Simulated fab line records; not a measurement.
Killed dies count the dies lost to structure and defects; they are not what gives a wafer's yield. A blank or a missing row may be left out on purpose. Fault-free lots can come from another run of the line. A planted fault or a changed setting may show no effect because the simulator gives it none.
fab line records	flow nand_harc
[record] lots = 6	wafers = 18	last_day = 24
route steps=1159 shown HYBRID_BOND@1095 THIN_TSV@1101 END@1159
lots with no fault: from the same line, run without faults
start_h: hours from the record's first day to the start of the lot's first wafer shown	wait_h: how many hours have passed since the lot's step before this one	" identical to the entry in the row above	L1.1+2: a row that stands for several wafers	- value missing, or start not given	* or withheld: withheld	< > ~ a bound
route shown NAME@n: names a module that has steps shown in the file, with the first one's number in the route	usual: mean/standard deviation of fault-free wafers	same: alike in all rows	chamber/n: place in a boat	sites: per-site readings	_std_site: their standard deviation	_edge_site: outer sites' mean less inner sites'	radius_mm: for every site, how far away it sits from the centre of the wafer	mask NAME#n: copy n	behind: the most recent tool/chamber to have shaped the wafer	hold: what put the lot on hold/how long, in hours/how the hold closed	device: whichever transistor did not switch (one of n, p or np)	end of line: the route-end tests of the same wafers	step lacking rows: just its recipe	killed: dies lost to structure and defects at the first sort, not the wafer's yield	map: a wafer's dies, marking killed ones x, the rest . and places with no die _
set.NAME: the run value of the setting; set.NAME@STEP: its run value at that earlier step	model.NAME: the simulator's own value behind a step, which no gauge read
lots at selected steps of the route; one table per step, one row per wafer
services: from which hour (start_h, from the record's first day; less than 0 if before it) a tool's chamber was out of use, for how many hours, and why
[[steps]]
[step NHARC_HYBRID_BOND_PRECLEAN_01]
[recipe] time_s = 300	temp_c = 23	chemistry = DIW
[step NHARC_HYBRID_BOND_SRD_02]
[recipe] time_s = 30	temp_c = 23	dry_time_s = 20	spin_rpm = 1500
[step NHARC_HYBRID_BOND_BOND_03]
[recipe] temp_c = 25
[step NHARC_HYBRID_BOND_ANNEAL_04]
[recipe] temp_c = 300	time_s = 7200	ramp_up_c_per_min = 5	ramp_down_c_per_min = 3	idle_temp_c = 100	pressure_atm = 1
[step NHARC_HYBRID_BOND_OVL_MEAS_05]
[usual] overlay_x_nm = 2/32	overlay_y_nm = -6/36
lot.wafer	tool	chamber	start_h	wait_h	overlay_x_nm	overlay_y_nm
L729.1	overlay-02	-	468.83	0.4	11	-35
L729.4	"	-	"	"	19	13
L729.6	"	-	"	"	-35	9
L731.2	overlay-02	-	485.05	0.4	-30	-65
L731.4	"	-	"	"	11	-85
L731.6	"	-	"	"	-53	-7
L737.2	overlay-02	-	519.66	0.4	30	10
L737.3	"	-	"	"	-18	2
L737.4	"	-	"	"	-6	-27
L739.1	overlay-01	-	527.72	0.4	19	5
L739.2	"	-	"	"	40	74
L739.4	"	-	"	"	-30	6
L744.2	overlay-02	-	538.62	0.4	-22	-1
L744.4	"	-	"	"	-16	-39
L744.6	"	-	"	"	12	-13
L745.4	overlay-01	-	561.10	0.4	65	-6
L745.5	"	-	"	"	1	-26
L745.6	"	-	"	"	-37	-66
[step NHARC_HYBRID_BOND_INSPECT_06]
[recipe] inspect_instrument = ir_void
[usual] raw_defect_count = 32/12
lot.wafer	tool	chamber	start_h	wait_h	raw_defect_count
L729.1	defect_inspect-02	-	468.88	0.0	32
L729.4	"	-	"	"	42
L729.6	"	-	"	"	48
L731.2	defect_inspect-01	-	485.11	0.1	22
L731.4	"	-	"	"	20
L731.6	"	-	"	"	15
L737.2	defect_inspect-02	-	519.71	0.1	21
L737.3	"	-	"	"	13
L737.4	"	-	"	"	12
L739.1	defect_inspect-02	-	527.77	0.0	38
L739.2	"	-	"	"	33
L739.4	"	-	"	"	28
L744.2	defect_inspect-02	-	538.67	0.1	25
L744.4	"	-	"	"	15
L744.6	"	-	"	"	26
L745.4	defect_inspect-02	-	561.16	0.1	43
L745.5	"	-	"	"	22
L745.6	"	-	"	"	28
[step NHARC_THIN_TSV_GRIND_00]
[recipe] target_thk_um = 6
[usual] motor_current_A = 11.998/0.024	slurry_flow_ml_min = 149.9/0.44
lot.wafer	tool	chamber	start_h	wait_h	motor_current_A	slurry_flow_ml_min
L729.1	grinder-01	0	469.03	0.1	11.953	149.3
L729.4	"	0	"	"	12.017	149.5
L729.6	"	0	"	"	11.973	150.1
L731.2	grinder-01	0	486.64	1.5	12.018	149.8
L731.4	"	0	"	"	11.986	150.2
L731.6	"	0	"	"	12.021	149.6
L737.2	grinder-01	0	520.06	0.3	12.022	150.2
L737.3	"	0	"	"	11.994	150.0
L737.4	"	0	"	"	11.989	149.6
L739.1	grinder-01	0	527.92	0.1	11.968	149.4
L739.2	"	0	"	"	12.021	149.6
L739.4	"	0	"	"	12.012	148.8
L744.2	grinder-01	0	539.02	0.3	11.995	149.8
L744.4	"	0	"	"	11.971	150.0
L744.6	"	0	"	"	11.979	149.9
L745.4	grinder-01	0	561.91	0.7	12.037	150.1
L745.5	"	0	"	"	11.998	150.1
L745.6	"	0	"	"	11.982	150.1
[step NHARC_THIN_TSV_CMP_01]
[recipe] target_thk_um = 3
[usual] motor_current_A = 12.2/0.83	pad_life_wafers = 337/160	slurry_flow_ml_min = 150.0/0.46
lot.wafer	tool	chamber	start_h	wait_h	motor_current_A	pad_life_wafers	slurry_flow_ml_min
L729.1	cmp-04	2	470.25	1.0	12.9	450	150.1
L729.4	"	1	"	"	11.3	453	150.2
L729.6	"	3	"	"	12.7	-	150.0
L731.2	cmp-04	1	487.70	0.9	11.0	553	150.9
L731.4	"	3	"	"	12.5	555	149.5
L731.6	"	1	"	"	11.3	-	150.8
L737.3	cmp-01	1	521.13	0.7	14.2	229	150.1
L737.2	"	2	"	"	12.7	230	150.9
L737.4	"	3	"	"	12.5	231	150.6
L739.1	cmp-01	0	529.15	1.0	11.3	288	150.9
L739.4	"	2	"	"	12.4	290	149.4
L739.2	"	3	"	"	12.0	291	150.1
L744.4	cmp-01	3	540.11	0.5	12.0	362	149.9
L744.2	"	0	"	"	12.7	363	150.4
L744.6	"	1	"	"	13.8	-	150.2
L745.4	cmp-04	0	562.59	0.5	12.2	386	149.5
L745.6	"	2	"	"	12.5	-	149.5
L745.5	"	3	"	"	12.1	-	150.1
[step NHARC_THIN_TSV_THK_MEAS_02]
[recipe] thk_meas_gauge = ir
[usual] thk_nm = 3050/210
lot.wafer	tool	chamber	start_h	wait_h	thk_nm
L729.1	film_metro-02	-	470.51	-	2781
L729.4	"	-	"	"	2938
L729.6	"	-	"	"	2915
L731.2	film_metro-01	-	487.95	-	3118
L731.4	"	-	"	"	3124
L731.6	"	-	"	"	3254
L737.2	film_metro-01	-	521.36	-	2781
L737.3	"	-	"	"	2570
L737.4	"	-	"	"	2956
L739.1	film_metro-02	-	529.42	0.2	2874
L739.2	"	-	"	"	2729
L739.4	"	-	"	"	2862
L744.2	film_metro-02	-	540.32	-	3114
L744.4	"	-	"	"	2888
L744.6	"	-	"	"	2643
L745.4	film_metro-01	-	562.80	-	3021
L745.5	"	-	"	"	3281
L745.6	"	-	"	"	3009
[step NHARC_THIN_TSV_SRD_03]
[step NHARC_THIN_TSV_PRECLEAN_41]
[recipe] time_s = *	temp_c = 50	bath_age_min = 0	chemistry = SC1
[step NHARC_THIN_TSV_SRD_42]
[step NHARC_THIN_TSV_DEP_43]
[recipe] target_thk_a = 13285	temp_c = withheld	pressure_torr = 6.5	rf_w = 900	teos_flow_sccm = 161.4	flow_sccm = 2650	target_thk_nm = 1328.5	gas = O2	material = SiO2
[usual] chamber_pressure_Torr = 6.499/0.014	flow_sccm = 2650/8.1	throttle_valve_pct = 16.1/0.54
lot.wafer	tool	chamber	start_h	wait_h	chamber_pressure_Torr	flow_sccm	throttle_valve_pct
L729.1	pecvd-02	1	470.78	-	6.466	2654	16.7
L729.4	"	0	"	"	6.479	2629	16.6
L729.6	"	1	"	"	6.486	2638	16.8
L731.2	pecvd-04	0	488.22	-	6.488	2653	15.7
L731.6	"	2	"	"	6.485	2668	16.5
L731.4	"	0	"	"	6.501	2656	15.9
L737.3	pecvd-03	1	521.63	-	-	-	-
L737.2	"	2	"	"	-	-	-
L737.4	"	0	"	"	-	-	-
L739.1	pecvd-04	0	529.68	-	-	-	-
L739.2	"	1	"	"	-	-	-
L739.4	"	1	"	"	-	-	-
L744.2	pecvd-03	0	540.54	-	6.500	2642	16.4
L744.6	"	0	"	"	6.491	2650	16.5
L744.4	"	2	"	"	6.516	2652	16.1
L745.5	pecvd-03	2	563.23	-	6.492	2644	15.8
L745.6	"	0	"	"	6.507	2649	16.1
L745.4	"	1	"	"	6.483	2654	15.6
[step NHARC_THIN_TSV_DEHYDRATE_04]
[recipe] temp_c = 150	time_s = 120
[step NHARC_END_SORT_01]
[recipe] temp_c = 25
[usual] defect_limited_yield = 95.2/1.3	killed_at_array = 29/9.4	killed_at_other = 0.7/1.3	killed_at_periphery = 2.9/2.1	killed_dies = 32/9	killed_open = 3.3/1.8	killed_short = 1.9/1.4	sort_bin_2_pct = 1.4/0.53	sort_bin_3_pct = 0.28/0.21	sort_bin_4_pct = 3.1/0.91	sort_n_pass = 645/9	sort_rim_yield_pct = 97.4/1.7	sort_yield_pct = 95.2/1.3
[same] gross_dies = 677	sort_bin_5_pct[%] = 0	sort_bin_6_pct[%] = 0	sort_bin_7_pct[%] = 0	sort_bin_8_pct[%] = 0	sort_rim_n_gross = 106.00
lot.wafer	tool	chamber	start_h	wait_h	hold	defect_limited_yield[%]	killed_at_array	killed_at_other	killed_at_periphery	killed_dies	killed_open	killed_short	sort_bin_2_pct[%]	sort_bin_3_pct[%]	sort_bin_4_pct[%]	sort_n_pass	sort_rim_yield_pct[%]	sort_yield_pct[%]
L729.1	prober-01	0	487.18	2.5	-	95.7	27	1	1	29	3	0	1.3	0.15	2.8	648	97.2	95.7
L729.4	prober-01	0	489.65	3.5	-	92.9	41	5	2	48	5	1	1.5	0.15	5.5	629	98.1	92.9
L729.6	prober-01	0	491.29	4.1	-	93.2	40	0	6	46	4	3	2.2	0.30	4.3	631	96.2	93.2
L731.2	prober-01	0	511.80	2.8	-	96.8	16	0	6	22	4	1	0.9	0.15	2.2	655	99.1	96.8
L731.4	prober-01	0	513.40	3.4	-	97.5	16	1	0	17	3	2	0.3	0.74	1.5	660	99.1	97.5
L731.6	prober-01	0	514.99	4.0	-	97.9	12	0	2	14	4	0	0.6	0	1.5	663	97.2	97.9
L737.2	prober-01	0	538.03	2.8	await_dispo/2.7h/scrap	0	21	654	2	677	3	3	97.2	0	2.8	0	0	0
L737.3	prober-01	0	538.83	3.1	await_dispo/2.7h/scrap	0	12	665	0	677	1	0	98.1	0.15	1.8	0	0	0
L737.4	prober-01	0	539.63	3.4	await_dispo/2.7h/scrap	0	10	665	2	677	1	2	98.1	0.15	1.8	0	0	0
L739.1	prober-02	0	548.01	2.5	await_dispo/6.7h/scrap	0	29	644	4	677	3	3	96.5	0.30	3.2	0	0	0
L739.2	prober-02	0	548.79	2.8	await_dispo/6.7h/scrap	0	28	646	3	677	3	2	97.0	0	3.0	0	0	0
L739.4	prober-02	0	550.36	3.4	await_dispo/6.7h/scrap	0	26	646	5	677	6	3	97.0	0.15	2.8	0	0	0
L744.2	prober-01	0	564.46	2.8	-	95.9	20	0	8	28	3	2	1.5	0.44	2.2	649	97.2	95.9
L744.4	prober-01	0	566.04	3.4	-	97.3	12	0	6	18	3	0	1.2	0.30	1.2	659	99.1	97.3
L744.6	prober-01	0	567.63	4.0	-	96.2	23	0	3	26	5	1	1.3	0.30	2.2	651	96.2	96.2
L745.4	prober-02	0	581.80	3.4	-	93.6	41	0	2	43	3	1	1.6	0.59	4.1	634	95.3	93.6
L745.5	prober-02	0	582.60	3.7	-	96.6	22	1	0	23	2	1	0.9	0	2.5	654	98.1	96.6
L745.6	prober-02	0	583.39	4.0	-	95.4	30	0	1	31	6	1	1.5	0.44	2.7	646	98.1	95.4
// killed by level:class
L729.1 A_SLIT:chamber_film_flake=10 A_CHANNEL_HOLE_D1:chamber_film_flake=7 A_STAIRCASE:chamber_film_flake=4 A_CONTACT:chamber_film_flake=3 A_WL_FILL:geometric_particle:open=1 A_CONTACT:geometric_particle:open=1 A_M0:geometric_particle:open=1 P_CONTACT:chamber_film_flake=1
L729.4 A_CHANNEL_HOLE_D1:chamber_film_flake=14 A_SLIT:chamber_film_flake=11 A_STAIRCASE:chamber_film_flake=8 A_CONTACT:chamber_film_flake=4 THIN_TSV:chamber_film_flake=4 P_M0:geometric_particle:open=2 A_CHANNEL_FILL_D1:geometric_particle:open=1 A_SGD_CUT:geometric_particle:open=1
L729.6 A_CHANNEL_HOLE_D1:chamber_film_flake=17 A_SLIT:chamber_film_flake=10 A_STAIRCASE:chamber_film_flake=4 A_CONTACT:geometric_particle:open=3 P_ZERO_WELL:chamber_film_flake=3 A_WL_FILL:chamber_film_flake=2 P_GATE:geometric_particle:open=1 P_CONTACT:geometric_particle:short=1
L731.2 A_CHANNEL_HOLE_D1:chamber_film_flake=6 P_M0:chamber_film_flake=3 A_ZERO_WELL:chamber_film_flake=3 A_STAIRCASE:chamber_film_flake=2 P_GATE:geometric_particle:short=1 P_GATE:geometric_particle:open=1 A_ONON_D1:geometric_particle:open=1 A_BLC:geometric_particle:open=1
L731.4 A_CONTACT:chamber_film_flake=6 A_CHANNEL_HOLE_D1:chamber_film_flake=3 A_CONTACT:geometric_particle:open=2 A_WL_FILL:chamber_film_flake=2 A_CHANNEL_HOLE_D1:geometric_particle:short=1 A_CHANNEL_FILL_D1:geometric_particle:short=1 STARTING-WAFER:geometric_particle:open=1 A_STAIRCASE:chamber_film_flake=1
L731.6 A_CHANNEL_HOLE_D1:chamber_film_flake=5 A_WL_FILL:chamber_film_flake=2 A_CONTACT:chamber_film_flake=2 P_CONTACT:geometric_particle:open=1 P_M2:geometric_particle:open=1 A_CONTACT:geometric_particle:open=1 A_M1:geometric_particle:open=1 A_ZERO_WELL:chamber_film_flake=1
L737.2 THIN_TSV:area_dep=651 A_CONTACT:chamber_film_flake=10 A_CHANNEL_HOLE_D1:chamber_film_flake=6 THIN_TSV:chamber_film_flake=3 P_CONTACT:geometric_particle:short=1 P_CONTACT:geometric_particle:open=1 A_CHANNEL_FILL_D1:geometric_particle:open=1 A_CHANNEL_FILL_D1:geometric_particle:short=1
L737.3 THIN_TSV:area_dep=659 THIN_TSV:chamber_film_flake=6 A_CHANNEL_HOLE_D1:chamber_film_flake=5 A_CONTACT:chamber_film_flake=4 A_ZERO_WELL:chamber_film_flake=2 A_WL_FILL:geometric_particle:open=1
L737.4 THIN_TSV:area_dep=662 A_CONTACT:chamber_film_flake=4 THIN_TSV:chamber_film_flake=3 P_BONDPAD:chamber_film_flake=2 A_CHANNEL_HOLE_D1:chamber_film_flake=2 A_CHANNEL_HOLE_D1:geometric_particle:short=1 A_M0:geometric_particle:open=1 A_M0:geometric_particle:short=1
L739.1 THIN_TSV:area_dep=642 A_CHANNEL_HOLE_D1:chamber_film_flake=16 A_CHANNEL_FILL_D1:chamber_film_flake=5 A_CONTACT:chamber_film_flake=3 THIN_TSV:chamber_film_flake=2 P_M0:geometric_particle:open=1 P_M1:geometric_particle:open=1 A_ONON_D1:geometric_particle:open=1
L739.2 THIN_TSV:area_dep=644 A_CHANNEL_HOLE_D1:chamber_film_flake=17 A_CONTACT:chamber_film_flake=3 THIN_TSV:chamber_film_flake=2 P_M0:geometric_particle:open=1 A_ONON_D1:geometric_particle:short=1 A_CHANNEL_HOLE_D1:geometric_particle:open=1 A_CHANNEL_FILL_D1:geometric_particle:open=1
L739.4 THIN_TSV:area_dep=643 A_CHANNEL_HOLE_D1:chamber_film_flake=12 A_CHANNEL_FILL_D1:chamber_film_flake=3 A_CONTACT:chamber_film_flake=3 THIN_TSV:chamber_film_flake=3 A_ZERO_WELL:chamber_film_flake=2 P_STI:geometric_particle:open=1 P_M0:geometric_particle:short=1
L744.2 A_CHANNEL_HOLE_D1:chamber_film_flake=11 A_CONTACT:chamber_film_flake=5 P_STI:chamber_film_flake=2 P_GATE:geometric_particle:open=1 P_GATE:geometric_particle:short=1 P_M0:geometric_particle:open=1 A_CHANNEL_HOLE_D1:geometric_particle:short=1 A_CHANNEL_HOLE_D1:geometric_particle:open=1
L744.4 A_CHANNEL_HOLE_D1:chamber_film_flake=6 P_GATE:chamber_film_flake=3 A_CONTACT:chamber_film_flake=3 P_STI:geometric_particle:open=1 P_CONTACT:geometric_particle:open=1 A_M0:geometric_particle:open=1 P_M0:chamber_film_flake=1 A_STAIRCASE:chamber_film_flake=1
L744.6 A_CHANNEL_HOLE_D1:chamber_film_flake=9 A_CONTACT:chamber_film_flake=8 A_M0:geometric_particle:open=2 P_M0:geometric_particle:open=1 A_ONON_D1:geometric_particle:open=1 A_SGD_CUT:geometric_particle:short=1 A_CONTACT:geometric_particle:open=1 P_ZERO_WELL:chamber_film_flake=1
L745.4 A_SLIT:chamber_film_flake=20 A_CONTACT:chamber_film_flake=8 A_STAIRCASE:chamber_film_flake=3 A_CHANNEL_HOLE_D1:chamber_film_flake=2 A_M1:chamber_film_flake=2 P_GATE:geometric_particle:open=1 P_CONTACT:geometric_particle:short=1 A_ONON_D1:geometric_particle:open=1
L745.5 A_SLIT:chamber_film_flake=13 A_CONTACT:chamber_film_flake=3 A_WL_FILL:chamber_film_flake=2 A_CHANNEL_FILL_D1:geometric_particle:short=1 A_WL_FILL:geometric_particle:open=1 STARTING-WAFER:geometric_particle:open=1 A_CHANNEL_HOLE_D1:unspecified=1 A_STAIRCASE:chamber_film_flake=1
L745.6 A_SLIT:chamber_film_flake=14 A_CHANNEL_HOLE_D1:unspecified=3 A_WL_FILL:geometric_particle:open=2 A_WL_FILL:chamber_film_flake=2 A_CONTACT:chamber_film_flake=2 P_GATE:geometric_particle:open=1 A_CHANNEL_HOLE_D1:geometric_particle:short=1 A_CHANNEL_FILL_D1:geometric_particle:open=1
// map L737.2 (x killed, . not)
____________x____________
_________xxxxxxx_________
_______xxxxxxxxxxx_______
______xxxxxxxxxxxxx______
_____xxxxxxxxxxxxxxx_____
____xxxxxxxxxxxxxxxxx____
____xxxxxxxxxxxxxxxxx____
___xxxxxxxxxxxxxxxxxxx___
___xxxxxxxxxxxxxxxxxxx___
__xxxxxxxxxxxxxxxxxxxxx__
__xxxxxxxxxxxxxxxxxxxxx__
_xxxxxxxxxxxxxxxxxxxxxxx_
_xxxxxxxxxxxxxxxxxxxxxxx_
_xxxxxxxxxxxxxxxxxxxxxxx_
_xxxxxxxxxxxxxxxxxxxxxxx_
_xxxxxxxxxxxxxxxxxxxxxxx_
xxxxxxxxxxxxxxxxxxxxxxxxx
xxxxxxxxxxxxxxxxxxxxxxxxx
xxxxxxxxxxxxxxxxxxxxxxxxx
xxxxxxxxxxxxxxxxxxxxxxxxx
xxxxxxxxxxxxxxxxxxxxxxxxx
_xxxxxxxxxxxxxxxxxxxxxxx_
_xxxxxxxxxxxxxxxxxxxxxxx_
_xxxxxxxxxxxxxxxxxxxxxxx_
_xxxxxxxxxxxxxxxxxxxxxxx_
_xxxxxxxxxxxxxxxxxxxxxxx_
__xxxxxxxxxxxxxxxxxxxxx__
__xxxxxxxxxxxxxxxxxxxxx__
___xxxxxxxxxxxxxxxxxxx___
___xxxxxxxxxxxxxxxxxxx___
____xxxxxxxxxxxxxxxxx____
____xxxxxxxxxxxxxxxxx____
_____xxxxxxxxxxxxxxx_____
______xxxxxxxxxxxxx______
_______xxxxxxxxxxx_______
_________xxxxxxx_________
____________x____________
// map L739.1 (x killed, . not)
____________x____________
_________xxxxxxx_________
_______xxxxxxxxxxx_______
______xxxxxxxxxxxxx______
_____xxxxxxxxxxxxxxx_____
____xxxxxxxxxxxxxxxxx____
____xxxxxxxxxxxxxxxxx____
___xxxxxxxxxxxxxxxxxxx___
___xxxxxxxxxxxxxxxxxxx___
__xxxxxxxxxxxxxxxxxxxxx__
__xxxxxxxxxxxxxxxxxxxxx__
_xxxxxxxxxxxxxxxxxxxxxxx_
_xxxxxxxxxxxxxxxxxxxxxxx_
_xxxxxxxxxxxxxxxxxxxxxxx_
_xxxxxxxxxxxxxxxxxxxxxxx_
_xxxxxxxxxxxxxxxxxxxxxxx_
xxxxxxxxxxxxxxxxxxxxxxxxx
xxxxxxxxxxxxxxxxxxxxxxxxx
xxxxxxxxxxxxxxxxxxxxxxxxx
xxxxxxxxxxxxxxxxxxxxxxxxx
xxxxxxxxxxxxxxxxxxxxxxxxx
_xxxxxxxxxxxxxxxxxxxxxxx_
_xxxxxxxxxxxxxxxxxxxxxxx_
_xxxxxxxxxxxxxxxxxxxxxxx_
_xxxxxxxxxxxxxxxxxxxxxxx_
_xxxxxxxxxxxxxxxxxxxxxxx_
__xxxxxxxxxxxxxxxxxxxxx__
__xxxxxxxxxxxxxxxxxxxxx__
___xxxxxxxxxxxxxxxxxxx___
___xxxxxxxxxxxxxxxxxxx___
____xxxxxxxxxxxxxxxxx____
____xxxxxxxxxxxxxxxxx____
_____xxxxxxxxxxxxxxx_____
______xxxxxxxxxxxxx______
_______xxxxxxxxxxx_______
_________xxxxxxx_________
____________x____________
[[services]]
tool	chamber	start_h	hours	kind
cmp-01	-	449.54	2.0	repair
pecvd-03	-	473.39	13.0	pm
pecvd-03	0	473.39	13.0	vent_cycle
pecvd-03	1	473.39	13.0	vent_cycle
pecvd-03	2	473.39	13.0	vent_cycle
cmp-01	-	478.34	4.0	pm
cmp-01	-	482.34	-	consumable_replace:conditioner
cmp-01	-	482.34	-	consumable_replace:pad
pecvd-03	0	486.39	-	clean
pecvd-03	1	486.39	-	clean
pecvd-03	2	486.39	-	clean
cmp-04	-	497.00	4.0	pm
cmp-04	-	501.00	-	consumable_replace:conditioner
cmp-04	-	501.00	-	consumable_replace:pad
pecvd-02	-	515.59	13.0	pm
pecvd-02	0	515.59	13.0	vent_cycle
pecvd-02	1	515.59	13.0	vent_cycle
pecvd-02	2	515.59	13.0	vent_cycle
pecvd-02	0	528.59	-	clean
pecvd-02	1	528.59	-	clean
pecvd-04	-	557.38	13.0	pm
pecvd-04	0	557.38	13.0	vent_cycle
pecvd-04	1	557.38	13.0	vent_cycle
pecvd-04	2	557.38	13.0	vent_cycle
[[key]]
[first_sign] step = NHARC_THIN_TSV_DEP_43	reading = tool_record	direction = missing
[effect] step = NHARC_END_SORT_01	reading = killed_at_other	direction = up	sigmas = 99+	usual = 0.7	struck = 653.3
[more_kills_born_at] NHARC_THIN_TSV_DEP_43@pecvd-03 = 1972	NHARC_THIN_TSV_DEP_43@pecvd-04 = 1929
met_at NHARC_THIN_TSV_DEP_43
struck_wafers L737.2,L737.3,L737.4,L739.1,L739.2,L739.4
later_rows_left_out L737.2,L737.3,L737.4,L739.1,L739.2,L739.4
onset_between 488.22 521.63
[fault] kind = skipped_step_whole	tool = pecvd-03,pecvd-04	chamber = -	onset_h = 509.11	steps = NHARC_THIN_TSV_DEP_43	scope = struck_lots_only
// later_rows_left_out: the simulator's readings of these wafers behind a module that went badly wrong aren't trusted and aren't shown, but for the sort
